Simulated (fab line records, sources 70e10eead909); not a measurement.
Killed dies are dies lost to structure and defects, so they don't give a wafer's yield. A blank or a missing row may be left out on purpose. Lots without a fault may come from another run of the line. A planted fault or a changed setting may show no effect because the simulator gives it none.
fab line records | flow nand_harc
record lots=24 wafers=72 last_day=34
route steps=1302 shown A_STAIRCASE@818 A_SLIT@923
lots that met no fault: from a run of the same line without faults
start_h: hours from the record's first day to the start of the lot's first wafer shown | wait_h: hours since the lot's step before | " the same as in the row above | L1.1+2: a row that stands for several wafers | - no value, or no start given | * or withheld: withheld | < > ~ a bound
route shown NAME@n: a module of which the file shows steps, and the number in the route of the first | usual: mean/standard deviation of fault-free wafers | same: alike in all rows | chamber/n: place in a boat | sites: the reading at each site | _std_site: their standard deviation | _edge_site: outer sites' mean less inner sites' | radius_mm: how far each site lies from the wafer's centre | mask NAME#n: copy n | behind: the tool/chamber that last shaped the wafer | hold: why the lot was held/for how many hours/how that ended | device: the transistor (n, p or np) that didn't switch | end of line: the same wafers' tests at the end of the route | a step without rows: its recipe alone | killed: dies lost to structure and defects at the first sort, not the wafer's yield | map: a wafer's dies, x killed, . not, _ none there
set.NAME: the setting as run; set.NAME@STEP: as run at that earlier step | model.NAME: the simulator's own value behind a step, which no gauge read
steps of the route over a sample of lots; a table a step, a row a wafer
services: from which hour (start_h, from the record's first day; less than 0 if before it) a tool's chamber was out of use, for how many hours, and why
## steps
# step NHARC_A_STAIRCASE_HM_DEP_462
# recipe target_thk_a=8000 temp_c=400 material=aC
# usual susceptor_temp_C=399.98/0.22 throttle_valve_pct=35.000/0.01
# columns lot.wafer tool chamber start_h wait_h susceptor_temp_C throttle_valve_pct
L074.4 acl_dep-02 0 389.29 5.3 400.33 35.002
L074.5 " 0 " " 400.32 35.003
L074.6 " 0 " " 400.31 35.009
L076.2 acl_dep-03 0 396.15 0.4 - 35.012
L076.4 " 0 " " - 35.007
L076.5 " 0 " " - 35.000
L075.2 acl_dep-03 0 397.95 0.9 399.70 34.995
L075.3 " 0 " " 399.62 35.012
L075.5 " 0 " " 399.93 35.012
L078.1 acl_dep-02 0 417.18 1.3 400.36 34.989
L078.3 " 0 " " 400.23 35.000
L078.4 " 0 " " 399.97 35.001
L077.1 acl_dep-01 0 417.18 1.2 - 34.993
L077.2 " 0 " " - 34.992
L077.3 " 0 " " - 35.012
L080.1 acl_dep-01 0 424.96 0.1 400.28 35.000
L080.3 " 0 " " 399.86 35.008
L080.5 " 0 " " 400.25 34.987
L079.1 acl_dep-03 0 426.79 0.1 - 35.005
L079.2 " 0 " " - 34.979
L079.4 " 0 " " - 34.985
L082.1 acl_dep-01 0 451.84 1.8 399.59 34.995
L082.3 " 0 " " 399.91 35.003
L082.6 " 0 " " 399.86 34.977
L081.1 acl_dep-02 0 456.51 1.7 400.35 35.005
L081.3 " 0 " " 400.08 34.993
L081.4 " 0 " " 399.97 35.009
L083.1 acl_dep-02 0 463.54 0.1 399.95 34.997
L083.4 " 0 " " 399.86 34.984
L083.6 " 0 " " 399.66 35.003
L085.1 acl_dep-01 0 480.87 0.1 400.16 34.983
L085.2 " 0 " " 400.07 35.011
L085.3 " 0 " " 399.86 35.007
L084.2 acl_dep-01 0 483.52 0.4 399.88 35.005
L084.5 " 0 " " 400.27 35.008
L084.6 " 0 " " 399.85 34.996
L086.3 acl_dep-02 0 500.57 2.9 - 35.013
L086.4 " 0 " " - 35.011
L086.6 " 0 " " - 34.988
L087.2 acl_dep-02 0 513.30 0.4 400.15 35.020
L087.5 " 0 " " 399.89 34.986
L087.6 " 0 " " 400.19 35.006
L088.2 acl_dep-02 0 526.29 1.5 399.93 35.003
L088.4 " 0 " " 399.89 35.007
L088.5 " 0 " " 400.27 34.996
L089.2 acl_dep-01 0 526.73 1.7 400.35 34.990
L089.4 " 0 " " 400.18 34.993
L089.5 " 0 " " 399.94 35.014
L090.3 acl_dep-02 0 541.79 0.7 399.98 34.994
L090.4 " 0 " " 400.11 35.010
L090.6 " 0 " " 399.80 34.997
L092.2 acl_dep-02 0 558.34 3.7 400.17 35.005
L092.4 " 0 " " 399.79 35.011
L092.6 " 0 " " 399.93 34.992
L091.3 acl_dep-03 0 559.85 2.8 399.83 34.988
L091.4 " 0 " " 399.98 35.002
L091.6 " 0 " " 399.48 35.000
L093.2 acl_dep-03 0 565.22 1.9 399.88 34.992
L093.5 " 0 " " 400.16 35.003
L093.6 " 0 " " 400.27 34.987
L094.2 acl_dep-03 0 582.61 0.4 399.95 35.001
L094.4 " 0 " " 399.60 35.013
L094.6 " 0 " " 399.80 34.988
L095.2 acl_dep-03 0 591.40 1.4 399.73 35.010
L095.4 " 0 " " 400.08 35.015
L095.6 " 0 " " 399.58 35.002
L097.2 acl_dep-02 0 618.63 3.8 400.19 35.011
L097.4 " 0 " " 400.21 35.001
L097.6 " 0 " " 400.36 35.002
L096.1 acl_dep-02 0 627.28 3.2 399.89 34.999
L096.2 " 0 " " 399.61 34.996
L096.3 " 0 " " 400.11 35.022
# step NHARC_A_STAIRCASE_DEP_301
# recipe target_thk_a=300 target_thk_nm=30 temp_c=400 pressure_torr=3.5 flow_sccm=200 rf_w=350 material=SiON
# usual heater_power_outer_w=480/62 heater_power_w=784/110 susceptor_temp_C=400.01/0.25
# columns lot.wafer tool chamber start_h wait_h heater_power_outer_w heater_power_w since_wet_clean_h susceptor_temp_C
L074.4 pecvd-03 1 390.33 0.7 508 815 - 399.49
L074.5 " 1 " " 516 816 - 399.75
L074.6 " 0 " " 535 808 - 399.87
L076.2 pecvd-03 2 397.67 1.2 530 906 19 400.03
L076.5 " 0 " " 446 686 - 400.14
L076.4 " 1 " " 469 743 - 399.94
L075.2 pecvd-02 0 399.50 1.2 364 631 159 399.85
L075.3 " 1 " " 429 677 159 400.27
L075.5 " 1 " " 426 690 - 400.22
L077.3 pecvd-03 1 419.23 1.1 519 837 40 399.90
L077.1 " 2 " " 539 908 40 400.07
L077.2 " 0 " " 491 733 40 400.34
L078.1 pecvd-04 2 419.29 1.8 522 920 137 399.68
L078.3 " 0 " " 431 749 137 399.94
L078.4 " 1 " " 448 728 - 399.94
L080.1 pecvd-03 2 426.83 1.6 579 946 48 400.28
L080.3 " 1 " " 479 769 48 400.44
L080.5 " 2 " " 584 967 - 400.28
L079.2 pecvd-02 0 428.64 1.2 444 716 7 399.84
L079.1 " 1 " " 399 664 7 400.21
L079.4 " 1 " " 406 661 - 400.23
L082.1 pecvd-03 0 453.72 1.6 520 816 75 399.57
L082.3 " 1 " " 487 793 75 400.10
L082.6 " 2 " " 540 895 - 399.98
L081.1 pecvd-03 0 458.37 1.6 531 807 79 400.17
L081.3 " 2 " " 479 842 79 399.81
L081.4 " 2 " " 477 827 - 399.77
L083.1 pecvd-04 2 465.47 1.6 580 1008 2 400.44
L083.6 " 1 " " 464 734 - 399.88
L083.4 " 2 " " 599 991 - 400.48
L085.3 pecvd-04 1 482.74 0.9 448 715 19 399.99
L085.2 " 2 " " 631 1047 19 400.12
L085.1 " 0 " " 446 753 19 399.71
L084.2 pecvd-04 0 485.14 1.3 444 735 22 399.89
L084.6 " 1 " " 512 788 - 399.81
L084.5 " 2 " " 514 911 - 400.43
L086.3 pecvd-04 1 501.89 1.0 503 798 38 399.58
L086.4 " 2 " " 616 1075 - 400.17
L086.6 " 1 " " 520 787 - 400.12
L087.2 pecvd-04 1 514.93 1.3 458 736 51 400.18
L087.6 " 0 " " 432 726 - 400.45
L087.5 " 1 " " 463 736 - 400.18
L088.2 pecvd-04 1 527.85 1.3 500 784 64 399.97
L088.5 " 1 " " 496 781 - 399.94
L088.4 " 2 " " 561 978 - 399.90
L089.2 pecvd-02 2 528.30 1.3 413 721 107 399.86
L089.5 " 0 " " 380 654 - 400.41
L089.4 " 1 " " 416 695 - 399.89
L090.3 pecvd-03 2 543.10 1.0 520 857 164 399.97
L090.6 " 1 " " 503 826 - 399.98
L090.4 " 0 " " 531 814 - 399.94
L092.2 pecvd-02 0 559.96 1.3 422 702 139 399.98
L092.6 " 1 " " 424 679 - 400.28
L092.4 " 0 " " 425 700 - 400.19
L091.3 pecvd-02 1 561.12 1.0 416 674 140 400.54
L091.6 " 1 " " 411 688 - 400.09
L091.4 " 2 " " 485 786 - 400.07
L093.2 pecvd-03 1 566.82 1.3 475 713 7 399.69
L093.5 " 1 " " 465 723 - 399.77
L093.6 " 2 " " 522 856 - 399.65
L094.2 pecvd-03 2 584.23 1.3 497 847 24 400.45
L094.6 " 0 " " 547 812 - 400.06
L094.4 " 2 " " 507 832 - 400.40
L095.2 pecvd-04 2 593.10 1.4 606 1036 130 399.92
L095.4 " 0 " " 445 741 - 400.05
L095.6 " 2 " " 615 1062 - 399.84
L097.2 pecvd-02 2 620.22 1.3 366 643 18 399.81
L097.4 " 2 " " 368 658 - 399.81
L097.6 " 0 " " 435 706 - 399.99
L096.2 pecvd-04 0 629.14 1.3 432 695 166 399.71
L096.1 " 1 " " 494 775 166 399.60
L096.3 " 2 " " 549 942 166 400.19
# step NHARC_A_STAIRCASE_ETCH_313
# recipe cf4_flow_sccm=100 chf3_flow_sccm=30 ar_flow_sccm=0 rf_w=500 bias_w=200 chemistry=CF4/CHF3
# usual chf3_flow_sccm=29.98/0.098 drypump_motor_current_A=5.8/0.51 oes_product_au=0.932/0.015 rf_vpp_V=369.9/2.7 showerhead_plenum_p_Torr=1.55/0.074 throttle_valve_pct=16.803/0.0093
# columns lot.wafer tool chamber start_h wait_h chf3_flow_sccm drypump_motor_current_A oes_product_au rf_hours_counter_h rf_vpp_V showerhead_plenum_p_Torr throttle_valve_pct
L074.4 rie_diel-06 3 391.28 0.1 29.95 5.6 0.931 24 366.9 1.49 16.792
L074.6 " 2 " " 29.95 6.1 0.927 - 373.5 1.66 16.793
L074.5 " 3 " " 29.94 5.6 0.925 - 366.7 1.49 16.797
L076.2 rie_diel-09 2 398.61 0.1 30.10 6.1 0.921 21 374.2 1.69 16.810
L076.4 " 0 " " 29.95 6.0 0.918 22 367.7 1.48 16.800
L076.5 " 2 " " 30.00 6.1 0.923 - 374.2 1.69 16.799
L075.2 rie_diel-09 3 400.90 0.2 29.79 6.4 0.940 22 370.7 1.58 16.820
L075.3 " 1 " " 29.88 4.7 0.944 25 370.5 1.59 16.778
L075.5 " 3 " " 29.73 6.5 0.927 - 371.5 1.58 16.795
L077.1 rie_diel-09 3 420.29 0.1 29.98 6.4 0.923 28 370.4 1.58 16.800
L077.3 " 0 " " 29.94 6.0 0.919 30 365.8 1.48 16.783
L077.2 " 2 " " 30.01 6.1 0.923 28 376.2 1.69 16.812
L078.1 rie_diel-01 2 420.74 0.4 30.10 5.7 0.921 11 374.9 1.68 16.801
L078.4 " 3 " " 29.95 5.9 0.925 11 366.3 1.49 16.801
L078.3 " 1 " " 29.79 5.5 0.930 15 369.1 1.57 16.800
L080.3 rie_diel-09 0 427.89 0.1 29.89 6.0 0.917 31 365.8 1.48 16.814
L080.1 " 3 " " 30.00 6.5 0.931 29 369.4 1.58 16.806
L080.5 " 0 " " 30.00 6.0 0.923 - 367.6 1.48 16.797
L079.1 rie_diel-06 0 429.59 0.1 30.03 5.2 0.982 35 368.6 1.49 16.802
L079.2 " 1 " " 29.97 6.3 0.914 39 369.6 1.51 16.799
L079.4 " 2 " " 29.92 6.1 0.925 38 372.8 1.66 16.813
L082.3 rie_diel-09 1 454.76 0.1 30.01 4.7 0.927 42 370.7 1.58 16.810
L082.1 " 2 " " 30.11 6.1 0.936 38 375.4 1.69 16.795
L082.6 " 2 " " 30.22 6.2 0.926 - 374.5 1.69 16.799
L081.4 rie_diel-01 3 459.31 0.1 29.90 5.8 0.935 23 369.6 1.49 16.801
L081.3 " 1 " " 30.02 5.4 0.928 22 370.2 1.57 16.783
L081.1 " 2 " " 29.89 5.7 0.930 23 374.4 1.68 16.790
L083.4 rie_diel-06 2 466.48 0.1 29.81 6.2 0.937 49 374.9 1.66 16.799
L083.1 " 0 " " 30.02 5.3 0.933 48 367.4 1.49 16.817
L083.6 " 2 " " 29.98 6.1 0.932 - 373.7 1.66 16.798
L085.3 rie_diel-09 1 483.69 0.1 30.05 4.7 0.936 53 370.3 1.58 16.810
L085.1 " 2 " " 29.90 6.1 0.943 47 374.7 1.69 16.798
L085.2 " 3 " " 29.82 6.5 0.938 44 370.3 1.58 16.807
L084.2 rie_diel-01 3 486.07 0.1 30.12 5.9 0.929 31 367.8 1.49 16.796
L084.6 " 0 " " 30.12 5.3 0.936 - 370.9 1.54 16.781
L084.5 " 1 " " 30.04 5.5 0.916 - 371.1 1.57 16.793
L086.3 rie_diel-06 1 504.32 0.1 30.03 6.3 0.934 3 368.6 1.50 16.806
L086.4 " 2 " " 30.15 6.1 0.926 5 372.7 1.65 16.800
L086.6 " 1 " " 30.02 6.3 0.931 - 367.8 1.50 16.804
L087.2 rie_diel-09 2 515.83 0.1 29.89 6.2 0.956 1 373.8 1.69 16.802
L087.5 " 0 " " 29.97 6.0 0.979 - 367.5 1.47 16.805
L087.6 " 1 " " 29.96 4.7 0.976 - 369.7 1.58 16.794
L088.4 rie_diel-06 1 528.80 0.1 30.00 6.3 0.928 13 368.4 1.50 16.810
L088.2 " 2 " " 29.91 6.2 0.922 14 373.6 1.65 16.816
L088.5 " 0 " " 29.85 5.2 0.930 - 366.6 1.48 16.785
L089.2 rie_diel-06 0 529.24 0.1 29.77 5.2 0.920 9 366.1 1.48 16.797
L089.4 " 1 " " 30.00 6.3 0.930 13 368.4 1.50 16.793
L089.5 " 0 " " 29.77 5.2 0.933 - 368.4 1.48 16.785
L090.3 rie_diel-09 2 544.14 0.1 29.91 6.1 0.920 8 374.7 1.68 16.795
L090.4 " 3 " " 30.04 6.5 0.927 9 373.3 1.57 16.789
L090.6 " 2 " " 30.03 6.1 0.932 - 374.4 1.69 16.813
L092.4 rie_diel-01 1 560.93 0.1 30.02 5.5 0.925 57 370.5 1.56 16.795
L092.2 " 3 " " 30.07 5.8 0.938 59 367.8 1.48 16.800
L092.6 " 0 " " 29.80 5.3 0.922 - 369.7 1.53 16.814
L091.3 rie_diel-09 3 562.62 0.4 30.04 6.4 0.930 17 370.7 1.57 16.813
L091.4 " 0 " " 29.94 6.0 0.927 20 367.8 1.47 16.805
L091.6 " 0 " " 29.98 6.0 0.925 - 368.2 1.47 16.805
L093.2 rie_diel-09 1 567.79 0.1 30.09 4.7 0.930 22 370.7 1.58 16.795
L093.6 " 2 " " 29.91 6.1 0.921 - 375.2 1.68 16.804
L093.5 " 3 " " 30.01 6.4 0.923 - 371.2 1.57 16.805
L094.2 rie_diel-01 3 585.25 0.1 30.09 5.9 0.971 2 365.5 1.48 16.810
L094.4 " 1 " " 30.00 5.5 0.977 3 370.8 1.56 16.810
L094.6 " 0 " " 29.94 5.4 0.963 - 369.0 1.53 16.798
L095.2 rie_diel-06 0 594.10 0.1 30.13 5.2 0.913 28 368.0 1.48 16.806
L095.4 " 1 " " 30.18 6.3 0.919 35 368.0 1.49 16.812
L095.6 " 1 " " 29.96 6.3 0.923 - 367.7 1.49 16.806
L097.2 rie_diel-06 1 621.15 0.1 29.98 6.3 0.925 41 367.9 1.49 16.790
L097.4 " 2 " " 29.94 6.2 0.929 42 374.0 1.64 16.801
L097.6 " 0 " " 30.10 5.2 0.934 - 366.6 1.48 16.809
L096.3 rie_diel-01 0 630.21 0.1 29.91 5.4 0.925 17 368.1 1.53 16.819
L096.2 " 2 " " 30.00 5.7 0.916 19 373.5 1.67 16.817
L096.1 " 3 " " 29.98 5.9 0.917 15 367.7 1.48 16.796
# step NHARC_A_STAIRCASE_DEP_325
# recipe target_thk_a=72000 temp_c=400 target_thk_nm=7200 teos_flow_sccm=200 rf_w=500 material=SiO2
# usual heater_power_outer_w=403/69 heater_power_w=681/110 susceptor_temp_C=400.01/0.21
# columns lot.wafer tool chamber start_h wait_h heater_power_outer_w heater_power_w since_wet_clean_h susceptor_temp_C
L074.5 pecvd-04 2 422.70 0.3 428 808 - 400.16
L074.4 " 0 " " 303 541 - 399.70
L074.6 " 1 " " 354 565 - 399.81
L076.2 pecvd-03 2 433.21 0.1 537 905 54 400.37
L076.4 " 0 " " 394 621 - 400.08
L076.5 " 0 " " 406 620 - 400.23
L075.3 pecvd-02 0 433.21 0.1 381 647 12 399.93
L075.2 " 2 " " 372 652 12 400.02
L075.5 " 0 " " 299 536 - 399.88
L077.3 pecvd-02 0 459.01 0.2 316 559 38 399.70
L077.2 " 1 " " 336 564 38 400.04
L077.1 " 2 " " 403 719 38 399.83
L079.1 pecvd-03 0 459.37 0.6 463 740 80 399.89
L079.2 " 1 " " 514 788 80 400.08
L079.4 " 2 " " 408 738 - 399.67
L078.3 pecvd-02 0 459.58 0.8 327 589 39 399.40
L078.1 " 1 " " 363 609 39 399.93
L078.4 " 1 " " 284 507 - 400.39
L080.1 pecvd-03 2 459.94 1.2 477 824 81 399.85
L080.3 " 0 " " 513 762 81 399.93
L080.5 " 2 " " 414 746 - 400.04
L082.1 pecvd-02 2 488.78 0.1 369 642 68 400.17
L082.3 " 1 " " 380 608 68 400.31
L082.6 " 2 " " 341 617 - 400.21
L081.3 pecvd-04 1 488.88 0.2 460 745 25 399.78
L081.1 " 2 " " 505 902 26 399.72
L081.4 " 0 " " 323 585 - 399.78
L083.1 pecvd-04 1 507.69 0.3 471 712 44 399.99
L083.6 " 0 " " 323 567 - 399.99
L083.4 " 1 " " 362 577 - 400.13
L085.3 pecvd-03 1 517.71 0.1 469 728 139 400.61
L085.1 " 2 " " 418 749 139 400.37
L085.2 " 0 " " 492 773 139 400.13
L084.2 pecvd-04 0 517.71 0.1 411 675 54 400.33
L084.5 " 1 " " 366 594 - 400.29
L084.6 " 2 " " 453 812 - 399.96
L086.3 pecvd-03 1 538.29 0.3 399 652 159 400.12
L086.6 " 2 " " 419 729 - 399.95
L086.4 " 0 " " 394 625 - 399.99
L087.2 pecvd-04 0 548.34 0.2 422 701 85 400.40
L087.5 " 2 " " 458 824 - 400.03
L087.6 " 0 " " 323 595 - 400.36
L088.2 pecvd-04 1 559.22 0.2 431 683 96 400.19
L088.5 " 0 " " 324 576 - 400.02
L088.4 " 1 " " 357 580 - 400.01
L089.2 pecvd-02 1 559.46 0.4 359 582 138 399.90
L089.4 " 0 " " 308 552 - 400.06
L089.5 " 1 " " 289 514 - 399.98
L090.3 pecvd-03 0 581.81 0.2 515 802 22 399.77
L090.4 " 2 " " 402 686 - 399.75
L090.6 " 0 " " 407 641 - 399.83
L091.3 pecvd-04 2 599.95 0.2 579 977 137 399.66
L091.4 " 1 " " 350 600 - 400.07
L091.6 " 2 " " 454 811 - 400.06
L092.2 pecvd-03 0 599.95 0.2 442 680 40 399.76
L092.4 " 2 " " 405 715 - 400.07
L092.6 " 1 " " 381 635 - 400.05
L093.2 pecvd-04 2 600.62 0.8 569 983 137 399.76
L093.6 " 1 " " 366 585 - 400.27
L093.5 " 2 " " 456 839 - 400.09
L094.2 pecvd-04 1 619.15 0.2 458 703 156 400.04
L094.6 " 1 " " 360 596 - 400.06
L094.4 " 2 " " 448 840 - 400.38
L095.2 pecvd-03 0 627.43 0.3 429 667 67 399.92
L095.6 " 2 " " 410 705 - 399.86
L095.4 " 0 " " 405 637 - 399.56
L097.2 pecvd-03 2 651.97 0.3 541 887 92 400.03
L097.6 " 1 " " 383 617 - 399.81
L097.4 " 2 " " 411 726 - 399.82
L096.3 pecvd-02 1 667.67 0.1 353 591 65 400.06
L096.2 " 2 " " 341 589 66 400.11
L096.1 " 0 " " 368 636 66 400.10
# step NHARC_A_STAIRCASE_ETCH_444
# recipe target_depth_a=2.04e+05 time_s=6800 c4f8_flow_sccm=20 o2_flow_sccm=10 ar_flow_sccm=withheld rf_w=600 bias_w=1000 chemistry=C4F8/O2
# usual oes_product_au=0.937/0.018 rf_vpp_V=805/5.3
# columns lot.wafer tool chamber start_h wait_h oes_product_au rf_hours_counter_h rf_vpp_V
L074.4 rie_diel-09 1 430.92 0.1 0.932 34 808
L074.6 " 1 432.84 2.0 0.930 - 807
L074.5 " 2 " " 0.928 - 815
L075.3 rie_diel-01 2 441.16 0.1 0.976 16 816
L075.2 " 0 442.44 1.3 0.987 20 806
L075.5 " 0 444.35 3.2 0.968 - 805
L076.2 rie_diel-06 3 441.30 0.1 0.932 38 800
L076.4 " 2 442.73 1.5 0.928 42 814
L076.5 " 3 " " 0.933 - 801
L077.3 rie_diel-06 2 469.06 0.1 0.931 50 811
L077.1 " 0 " " 0.940 49 801
L077.2 " 1 " " 0.923 52 801
L079.2 rie_diel-09 0 469.22 0.1 0.928 43 799
L079.4 " 1 " " 0.928 48 807
L079.1 " 3 " " 0.933 41 807
L078.4 rie_diel-01 0 469.38 0.1 0.927 31 803
L078.3 " 2 " " 0.922 27 814
L078.1 " 3 " " 0.927 28 801
L080.3 rie_diel-06 2 473.04 1.1 0.932 54 814
L080.1 " 3 " " 0.941 52 800
L080.5 " 0 " " 0.922 - 801
L082.1 rie_diel-01 0 501.07 0.1 0.932 41 804
L082.3 " 3 502.32 1.3 0.935 35 802
L082.6 " 0 " " 0.935 - 804
L081.1 rie_diel-06 2 501.27 0.1 0.953 2 812
L081.3 " 0 " " 0.970 2 801
L081.4 " 1 " " 0.955 2 801
L083.1 rie_diel-06 1 516.85 1.3 0.975 9 803
L083.4 " 3 518.11 2.6 0.962 - 798
L083.6 " 1 " " 0.971 - 802
L085.1 rie_diel-01 3 530.10 0.1 0.934 46 801
L085.3 " 0 " " 0.941 52 804
L085.2 " 2 " " 0.937 40 813
L084.2 rie_diel-06 3 531.02 1.0 0.961 16 800
L084.6 " 1 " " 0.950 - 802
L084.5 " 2 " " 0.931 - 812
L086.3 rie_diel-01 0 547.10 1.2 0.923 60 803
L086.4 " 1 " " 0.917 54 806
L086.6 " 0 548.96 3.0 0.922 - 803
L087.2 rie_diel-09 0 559.05 0.1 0.912 17 801
L087.6 " 0 560.95 1.9 0.917 - 799
L087.5 " 1 " " 0.924 - 806
L088.4 rie_diel-06 0 567.74 0.1 0.934 20 801
L088.2 " 1 " " 0.926 27 801
L088.5 " 1 570.14 2.4 0.930 - 802
L089.4 rie_diel-09 1 568.04 0.2 0.914 23 807
L089.2 " 0 569.47 1.6 0.927 23 799
L089.5 " 1 " " 0.919 - 808
L090.4 rie_diel-09 2 592.96 0.1 0.927 28 814
L090.3 " 3 " " 0.923 26 807
L090.6 " 3 595.35 2.4 0.919 - 805
L091.3 rie_diel-09 3 609.47 1.0 0.919 32 807
L091.4 " 0 " " 0.916 32 798
L091.6 " 2 " " 0.931 - 815
L092.4 rie_diel-01 3 609.63 1.0 0.963 11 799
L092.2 " 0 " " 0.979 11 803
L092.6 " 2 " " 0.969 - 815
L093.2 rie_diel-06 3 609.83 1.1 0.927 40 801
L093.5 " 3 611.73 2.9 0.929 - 799
L093.6 " 0 " " 0.922 - 798
L094.4 rie_diel-06 2 630.27 0.5 0.928 46 811
L094.2 " 0 " " 0.926 40 798
L094.6 " 1 " " 0.924 - 801
L095.4 rie_diel-06 2 640.96 0.1 0.936 51 811
L095.2 " 3 " " 0.927 50 800
L095.6 " 3 643.35 2.4 0.933 - 800
L097.4 rie_diel-01 0 662.18 0.5 0.913 27 804
L097.2 " 1 " " 0.922 31 804
L097.6 " 0 664.08 2.4 0.922 - 803
L096.3 rie_diel-06 2 678.51 0.5 0.962 3 812
L096.2 " 3 " " 0.968 3 799
L096.1 " 0 " " 0.972 3 800
# step NHARC_A_SLIT_DEP_00
# recipe target_thk_a=62000 temp_c=400 material=aC
# usual susceptor_temp_C=400.09/0.25 throttle_valve_pct=35.001/0.0081
# columns lot.wafer tool chamber start_h wait_h susceptor_temp_C throttle_valve_pct
L074.4 acl_dep-02 0 447.93 - - 35.022
L074.5 " 0 " " - 35.012
L074.6 " 0 " " - 34.998
L076.2 acl_dep-02 0 459.74 - 399.90 35.005
L076.4 " 0 461.00 - 400.10 34.999
L076.5 " 0 " " 400.02 35.007
L075.2 acl_dep-03 0 459.74 - - 35.007
L075.3 " 0 " " - 35.006
L075.5 " 0 461.61 - - 34.999
L077.1 acl_dep-01 0 485.06 - 399.69 34.989
L077.2 " 0 " " 399.61 35.007
L077.3 " 0 " " 399.88 34.991
L079.1 acl_dep-02 0 485.12 - 400.26 35.001
L079.2 " 0 " " 400.00 35.005
L079.4 " 0 487.00 - 400.44 34.988
L078.1 acl_dep-01 0 488.85 - - 35.009
L078.3 " 0 490.10 - - 34.991
L078.4 " 0 " " - 35.003
L080.1 acl_dep-03 0 493.96 - - 34.995
L080.3 " 0 495.20 - - 35.007
L080.5 " 0 496.44 - - 35.001
L081.1 acl_dep-02 0 516.14 - 400.13 35.000
L081.3 " 0 517.39 - 399.64 35.000
L081.4 " 0 " " 399.74 34.995
L082.1 acl_dep-03 0 516.19 - - 35.001
L082.3 " 0 517.42 - - 34.997
L082.6 " 0 519.27 - - 35.000
L083.1 acl_dep-01 0 534.63 - - 35.014
L083.4 " 0 536.49 - - 35.006
L083.6 " 0 537.72 - - 35.013
L085.1 acl_dep-01 0 545.79 - 400.23 34.997
L085.2 " 0 " " 400.10 35.009
L085.3 " 0 " " 400.26 35.000
L084.2 acl_dep-02 0 547.11 - 400.28 35.016
L084.5 " 0 548.99 - 400.18 35.012
L084.6 " 0 " " 400.05 34.980
L086.3 acl_dep-02 0 565.57 - 400.00 34.991
L086.4 " 0 " " 400.10 35.013
L086.6 " 0 567.45 - 399.83 34.997
L087.2 acl_dep-01 0 575.61 - - 34.994
L087.5 " 0 577.48 - - 34.996
L087.6 " 0 " " - 35.007
L089.2 acl_dep-01 0 588.65 - - 35.005
L089.4 " 0 589.89 - - 34.987
L089.5 " 0 " " - 35.001
L088.2 acl_dep-02 0 590.99 - 400.32 34.995
L088.4 " 0 592.24 - 399.94 35.011
L088.5 " 0 " " 399.99 34.993
L090.3 acl_dep-01 0 614.59 - - 34.985
L090.4 " 0 " " - 34.989
L090.6 " 0 616.46 - - 34.998
L093.2 acl_dep-02 0 624.16 - - 35.003
L093.5 " 0 626.03 - - 35.001
L093.6 " 0 " " - 35.002
L091.3 acl_dep-03 0 624.81 - 400.05 35.008
L091.4 " 0 " " 400.06 35.003
L091.6 " 0 626.68 - 399.69 35.004
L092.2 acl_dep-01 0 625.01 - 399.93 34.997
L092.4 " 0 626.28 - 400.11 34.996
L092.6 " 0 627.54 - 400.12 34.995
L094.2 acl_dep-03 0 645.38 - - 35.005
L094.4 " 0 646.61 - - 35.011
L094.6 " 0 647.85 - - 35.000
L095.2 acl_dep-03 0 659.00 - 400.38 35.000
L095.4 " 0 660.27 - 400.45 35.009
L095.6 " 0 661.54 - 400.71 34.993
L097.2 acl_dep-02 0 678.36 - - 35.010
L097.4 " 0 679.61 - - 34.995
L097.6 " 0 680.85 - - 35.013
L096.1 acl_dep-01 0 694.23 - 400.12 34.994
L096.2 " 0 " " 399.95 35.019
L096.3 " 0 " " 400.15 35.010
## services
# columns tool chamber start_h hours kind
pecvd-03 - 366.13 13.0 pm
acl_dep-01 - 370.16 13.0 pm
rie_diel-01 0 374.13 15.2 repair
rie_diel-01 - 384.07 9.0 pm
rie_diel-09 3 384.61 4.6 repair
pecvd-03 2 386.81 4.3 repair
rie_diel-06 0 420.24 6.2 repair
rie_diel-09 0 421.94 3.4 repair
acl_dep-02 - 424.23 13.0 pm
pecvd-04 - 425.41 0.5 repair
pecvd-03 1 432.49 1.8 repair
rie_diel-01 1 440.03 2.8 repair
pecvd-04 - 450.52 13.0 pm
rie_diel-06 - 485.02 9.0 pm
pecvd-03 - 499.17 0.6 repair
rie_diel-09 - 499.71 9.0 pm
rie_diel-06 0 545.26 7.5 repair
pecvd-03 - 547.14 13.0 pm
acl_dep-01 - 551.59 13.0 pm
pecvd-03 - 568.87 2.7 repair
acl_dep-02 - 605.33 13.0 pm
pecvd-04 - 631.52 13.0 pm
rie_diel-06 - 662.02 9.0 pm
rie_diel-09 - 676.71 9.0 pm
## key
fault none
